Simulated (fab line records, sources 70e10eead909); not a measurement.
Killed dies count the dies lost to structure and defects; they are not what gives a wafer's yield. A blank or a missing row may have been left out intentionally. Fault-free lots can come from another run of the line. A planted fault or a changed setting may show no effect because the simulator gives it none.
fab line records	flow nand-harc
[record] lots = 13	wafers = 39	last-day = 25
route steps=1159 shown A_SLIT@781 A_WL_FILL@816 END@1159
lots with no fault: from the same line, run without faults
start-h: the number of hours between the record's first day and the start of the first shown wafer of the lot	wait-h: hours since the lot's step before	" same as the row above	L1.1+2: a row that stands for several wafers	- no value present, or no start provided	* or withheld: withheld	< > ~ a bound
route shown NAME@n: NAME is a module with steps in the file, n the number in the route of the first one	usual: mean/standard deviation taken from wafers without a fault	same: alike in all rows	chamber/n: place in a boat	sites: readings site by site	_std_site: standard deviation across them	_edge_site: inner sites' mean taken away from outer sites' mean	radius-mm: for every site, how far away it sits from the centre of the wafer	mask NAME#n: copy n	behind: the last tool/chamber to shape the wafer	hold: reason for holding the lot/hours on hold/outcome of the hold	device: the transistor (n, p or np) that didn't switch	end of line: the tests these same wafers got at the end of their route	step lacking rows: just its recipe	killed: count of dies lost to structure and defects at first sort (not the wafer's yield)	map: shows each die of a wafer: x if killed, . if not, _ if none is there
set.NAME: setting as actually run; set.NAME@STEP: the setting as run at that earlier step	model.NAME: the simulator's own value behind a step, which no gauge read
the route's steps for a sample of lots (tables are steps, rows are wafers)
services: from which hour (start-h, from the record's first day; less than 0 if before it) a tool's chamber was out of use, for how many hours, and why
[[steps]]
[step NHARC_A_SLIT_DEP_23]
[recipe] target-thk-a = 1000	target-thk-nm = 100	temp-c = 400	pressure-torr = 3.5	flow-sccm = 200	rf-w = 350	material = SiON
[usual] heater-power-w = 743/86
lot.wafer	tool	chamber	start-h	wait-h	heater-power-w
L721.3	pecvd-02	2	310.82	1.1	786
L721.5	"	1	"	"	640
L721.6	"	2	"	"	793
L724.2	pecvd-01	0	321.03	1.4	906
L724.3	"	2	"	"	666
L724.5	"	2	"	"	678
L730.1	pecvd-03	2	370.86	1.6	593
L730.2	"	0	"	"	722
L730.5	"	2	"	"	610
L734.1	pecvd-02	0	390.72	1.7	596
L734.3	"	1	"	"	686
L734.5	"	2	"	"	769
L732.3	pecvd-01	1	391.62	1.0	767
L732.1	"	2	"	"	653
L732.6	"	2	"	"	679
L735.2	pecvd-02	1	391.78	1.3	677
L735.1	"	0	"	"	665
L735.4	"	2	"	"	753
L736.2	pecvd-02	0	414.98	1.4	684
L736.5	"	2	"	"	654
L736.4	"	0	"	"	661
L740.1	pecvd-02	2	419.45	1.7	786
L740.4	"	1	"	"	625
L740.5	"	2	"	"	775
L739.1	pecvd-03	1	425.55	1.7	769
L739.3	"	0	"	"	727
L739.4	"	1	"	"	779
L738.1	pecvd-03	1	426.30	1.7	729
L738.3	"	2	"	"	688
L738.2	"	0	"	"	681
L742.2	pecvd-01	1	447.07	1.4	756
L742.6	"	2	"	"	789
L742.5	"	1	"	"	752
L744.1	pecvd-01	2	448.63	1.6	736
L744.2	"	1	"	"	723
L744.5	"	2	"	"	736
L743.1	pecvd-03	0	453.85	1.7	758
L743.6	"	0	"	"	768
L743.5	"	1	"	"	808
[step NHARC_A_WL_FILL_STRIP_27]
[recipe] power-w = 1500	temp-c = 250	time-s = 20	chemistry = N2/H2
[usual] drypump-motor-current-A = 6.1/0.43	heater-power-w = 335/29
lot.wafer	tool	chamber	start-h	wait-h	drypump-motor-current-A	heater-power-w	rf-hours-counter-h
L721.3	plasma-asher-01	1	328.64	0.2	6.6	331	-
L721.5	"	1	"	"	6.6	349	-
L721.6	"	0	"	"	6.5	346	-
L724.2	plasma-asher-01	1	337.74	0.1	6.6	345	20
L724.3	"	0	"	"	6.5	334	-
L724.5	"	0	"	"	6.6	347	-
L730.2	plasma-asher-02	0	398.58	0.1	5.9	366	8
L730.1	"	1	"	"	5.6	293	8
L730.5	"	0	"	"	5.9	375	-
L734.1	plasma-asher-01	1	408.89	0.1	6.6	341	46
L734.3	"	1	"	"	6.6	338	-
L734.5	"	0	"	"	6.5	341	-
L732.1	plasma-asher-02	1	408.89	0.1	5.6	292	14
L732.3	"	1	"	"	5.6	298	-
L732.6	"	1	"	"	5.6	295	-
L735.2	plasma-asher-02	1	411.75	0.1	5.6	294	14
L735.1	"	0	"	"	5.9	375	14
L735.4	"	0	"	"	5.9	369	-
L736.2	plasma-asher-01	1	440.02	0.1	6.6	342	58
L736.4	"	0	"	"	6.5	335	-
L736.5	"	1	"	"	6.6	340	-
L740.1	plasma-asher-01	0	443.42	0.1	6.6	338	59
L740.4	"	1	"	"	6.6	341	-
L740.5	"	1	"	"	6.6	344	-
L739.1	plasma-asher-02	1	444.50	0.1	5.6	303	27
L739.3	"	0	"	"	5.9	373	-
L739.4	"	1	"	"	5.6	292	-
L738.1	plasma-asher-01	0	446.27	0.1	6.5	339	60
L738.2	"	1	"	"	6.6	346	60
L738.3	"	1	"	"	6.6	341	-
L742.2	plasma-asher-02	1	469.48	0.6	5.6	289	36
L742.5	"	0	"	"	5.9	361	-
L742.6	"	1	"	"	5.6	283	-
L744.2	plasma-asher-02	1	475.82	1.3	5.6	292	42
L744.1	"	0	"	"	5.9	370	42
L744.5	"	1	"	"	5.6	291	-
L743.1	plasma-asher-02	1	479.87	1.0	5.6	290	45
L743.6	"	1	"	"	5.6	290	-
L743.5	"	0	"	"	5.9	375	-
[step NHARC_A_WL_FILL_ETCHBACK_17]
[recipe] target-depth-a = 40	time-s = 26.7	chemistry = Cl2/BCl3
[usual] chamber-pressure-mTorr = 10.001/0.0092	drypump-motor-current-A = 5.5/0.37	oes-product-au = 0.998/0.0067
lot.wafer	tool	chamber	start-h	wait-h	chamber-pressure-mTorr	drypump-motor-current-A	oes-product-au	rf-hours-counter-h
L721.3	rie-metal-03	1	339.56	-	9.996	5.0	0.997	-
L721.6	"	1	"	"	10.008	5.0	0.995	-
L721.5	"	0	"	"	10.004	6.0	1.002	-
L724.2	rie-metal-03	1	347.84	-	10.004	5.0	0.995	2.3
L724.3	"	0	"	"	10.017	6.1	0.996	-
L724.5	"	0	"	"	9.997	6.0	1.007	-
L730.2	rie-metal-03	0	406.37	-	9.988	6.1	0.818	3.7
L730.1	"	1	"	"	10.004	5.0	0.990	3.8
L730.5	"	0	"	"	9.990	6.1	0.815	-
L734.1	rie-metal-02	0	418.93	-	10.006	5.4	1.006	1.0
L734.3	"	0	"	"	9.993	5.4	1.003	-
L734.5	"	1	"	"	10.003	5.1	0.993	-
L732.1	rie-metal-03	1	418.93	-	10.002	5.0	0.992	4.3
L732.3	"	1	"	"	9.996	5.0	0.987	-
L732.6	"	0	"	"	9.990	6.1	0.807	-
L735.1	rie-metal-01	1	419.02	-	10.004	5.3	0.997	2.3
L735.2	"	0	"	"	10.013	5.8	0.989	1.6
L735.4	"	1	"	"	9.997	5.3	0.998	-
L736.2	rie-metal-02	0	450.37	-	10.025	5.4	1.017	1.8
L736.4	"	1	"	"	10.005	5.1	1.006	-
L736.5	"	1	"	"	10.010	5.1	1.004	-
L740.1	rie-metal-01	0	453.75	-	9.998	5.8	0.996	2.6
L740.4	"	0	"	"	9.995	5.8	1.007	-
L740.5	"	1	"	"	9.996	5.3	1.013	-
L739.1	rie-metal-02	1	454.94	-	9.991	5.1	0.997	2.1
L739.3	"	1	"	"	9.995	5.1	1.001	-
L739.4	"	0	"	"	10.010	5.4	0.999	-
L738.1	rie-metal-01	0	455.83	-	9.998	5.8	0.997	2.7
L738.2	"	1	"	"	9.983	5.3	1.012	3.3
L738.3	"	1	"	"	9.989	5.3	1.004	-
L742.2	rie-metal-01	1	479.96	-	9.989	5.3	0.995	3.9
L742.6	"	0	"	"	10.001	5.8	0.996	-
L742.5	"	1	"	"	10.018	5.3	1.003	-
L744.2	rie-metal-03	1	485.65	-	10.009	5.0	0.993	0
L744.1	"	0	"	"	10.007	6.0	0.995	0
L744.5	"	1	"	"	9.995	5.0	1.000	-
L743.1	rie-metal-03	0	489.98	-	9.998	6.1	0.986	0.3
L743.6	"	1	"	"	10.010	5.0	1.004	-
L743.5	"	0	"	"	9.999	6.1	0.995	-
[step NHARC_A_WL_FILL_ALD_19]
[recipe] target-thk-a = 20	pulse-time-s = 3	ald-cycles = 100	temp-c = 450	material = TiN
[usual] heater-power-w = 1086/110	precursor-pulse-height-rel = 1.000/0.019
lot.wafer	tool	chamber	start-h	wait-h	heater-power-w	precursor-pulse-height-rel
L721.3	ald-metal-04	0	344.91	0.2	952	0.979
L721.5	"	1	"	"	984	1.022
L721.6	"	2	"	"	1043	1.004
L724.2	ald-metal-03	2	353.52	0.1	1263	0.985
L724.3	"	0	"	"	1052	1.005
L724.5	"	2	"	"	1267	1.031
L730.2	ald-metal-03	3	411.27	0.1	1119	1.041
L730.1	"	0	"	"	1063	1.047
L730.5	"	3	"	"	1106	1.010
L735.1	ald-metal-04	2	424.24	0.1	1026	1.002
L735.4	"	3	"	"	1229	1.026
L735.2	"	0	"	"	974	1.007
L732.1	ald-metal-03	2	424.29	0.1	1257	0.991
L732.3	"	3	"	"	1103	1.030
L732.6	"	1	"	"	894	0.975
L734.1	ald-metal-01	1	424.32	0.1	1075	1.001
L734.3	"	3	"	"	1313	1.038
L734.5	"	1	"	"	1074	0.984
L736.2	ald-metal-04	1	456.09	0.1	1018	0.993
L736.4	"	3	"	"	1214	0.974
L736.5	"	1	"	"	1000	0.987
L740.4	ald-metal-04	3	459.52	0.2	1199	0.988
L740.1	"	2	"	"	1042	0.978
L740.5	"	3	"	"	1232	0.980
L739.4	ald-metal-03	1	459.56	0.3	953	0.996
L739.1	"	2	"	"	1303	0.978
L739.3	"	3	"	"	1109	0.989
L738.3	ald-metal-04	0	459.66	0.3	999	1.005
L738.1	"	1	"	"	1011	1.004
L738.2	"	2	"	"	1022	0.999
L742.2	ald-metal-04	2	485.63	0.1	1064	0.988
L742.5	"	0	"	"	1023	1.021
L742.6	"	1	"	"	1000	1.001
L744.1	ald-metal-03	2	491.34	0.1	1267	1.006
L744.2	"	0	"	"	1076	0.993
L744.5	"	2	"	"	1295	1.008
L743.1	ald-metal-03	0	495.51	0.2	1081	1.024
L743.5	"	1	"	"	964	1.012
L743.6	"	2	"	"	1286	1.005
[step NHARC_END_SORT_01]
[recipe] temp-c = 25
[usual] killed-at-array = 28/8.9	killed-at-other = 0.8/1.2	killed-at-periphery = 3.3/2.3	killed-dies = 32/9.4	killed-open = 3.2/1.8	killed-short = 1.9/1.4
[same] gross-dies = 677
lot.wafer	tool	chamber	start-h	wait-h	killed-at-array	killed-at-other	killed-at-periphery	killed-dies	killed-open	killed-short
L735.1	prober-01	0	517.53	2.5	35	0	1	36	4	3
L735.2	prober-01	0	518.32	2.8	24	2	4	30	5	2
L735.4	prober-01	0	519.91	3.4	33	1	2	36	4	5
// killed by level:class
L735.1 A_CHANNEL_HOLE_D1:chamber-film-flake=19 A_STAIRCASE:chamber-film-flake=6 A_CONTACT:chamber-film-flake=3 A_ONON_D1:geometric-particle:short=2 A_CONTACT:geometric-particle:open=2 A_SOURCE_PLATE:geometric-particle:open=1 A_CHANNEL_FILL_D1:geometric-particle:short=1 A_STAIRCASE:geometric-particle:open=1
L735.2 A_CHANNEL_HOLE_D1:chamber-film-flake=12 A_STAIRCASE:chamber-film-flake=3 A_CHANNEL_FILL_D1:geometric-particle:open=2 A_CONTACT:chamber-film-flake=2 THIN_TSV:chamber-film-flake=2 P_CONTACT:geometric-particle:short=1 P_CONTACT:geometric-particle:open=1 A_SOURCE_PLATE:geometric-particle:open=1
L735.4 A_CHANNEL_HOLE_D1:chamber-film-flake=21 A_STAIRCASE:chamber-film-flake=5 A_ONON_D1:geometric-particle:open=2 A_CHANNEL_FILL_D1:geometric-particle:short=2 P_CONTACT:geometric-particle:short=1 A_CHANNEL_HOLE_D1:geometric-particle:open=1 A_WL_FILL:geometric-particle:short=1 A_WL_FILL:geometric-particle:open=1
[[services]]
tool	chamber	start-h	hours	kind
pecvd-03	-	300.46	13.0	pm
ald-metal-01	3	306.53	41.7	repair
ald-metal-03	-	322.00	10.0	pm
rie-metal-01	-	332.00	9.0	pm
ald-metal-03	-	332.21	0.8	repair
pecvd-02	-	334.97	13.0	pm
pecvd-02	0	354.86	18.9	repair
rie-metal-01	0	358.44	17.8	repair
plasma-asher-02	-	361.09	9.0	pm
pecvd-03	-	362.39	0.9	repair
rie-metal-03	0	370.73	9.2	repair
ald-metal-03	0	385.25	9.9	repair
rie-metal-02	-	388.00	9.0	pm
ald-metal-04	-	406.00	10.0	pm
plasma-asher-01	-	412.84	1.7	repair
pecvd-01	-	418.00	13.0	pm
rie-metal-02	0	427.10	5.1	repair
ald-metal-04	1	434.95	4.0	repair
pecvd-03	1	437.74	3.9	repair
plasma-asher-01	-	452.43	56.7	repair
rie-metal-03	-	453.00	9.0	pm
rie-metal-03	-	462.19	21.8	repair
rie-metal-02	1	470.36	22.9	repair
pecvd-03	-	481.46	13.0	pm
[[key]]
[first-sign] step = NHARC_A_WL_FILL_ETCHBACK_17	reading = oes-product-au	direction = down	sigmas = 28	usual = 0.998	struck = 0.814
effect none on later readings
met-at NHARC_A_WL_FILL_ETCHBACK_17
struck-lots L730,L732
struck-wafers L730.2,L730.5,L732.6
tester-left-out L730,L732
not-acting-at NHARC_A_SLIT_DEP_23,NHARC_A_WL_FILL_STRIP_27,NHARC_A_WL_FILL_ALD_19
onset-between 347.84 406.37
[fault] kind = process-parameter-drift	tool = rie-metal-03	chamber = 0	onset-h = 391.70	steps = NHARC_A_WL_FILL_ETCHBACK_17	channel = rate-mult	offset = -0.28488	shape = step	end-h = 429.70
// tester-left-out: of these lots the tester's yield and bins aren't shown, on N5 and GAA mostly nor the transistor test; their killed dies are dies lost to structure and defects alone, not to doping, threshold or leakage, so they don't give the yield
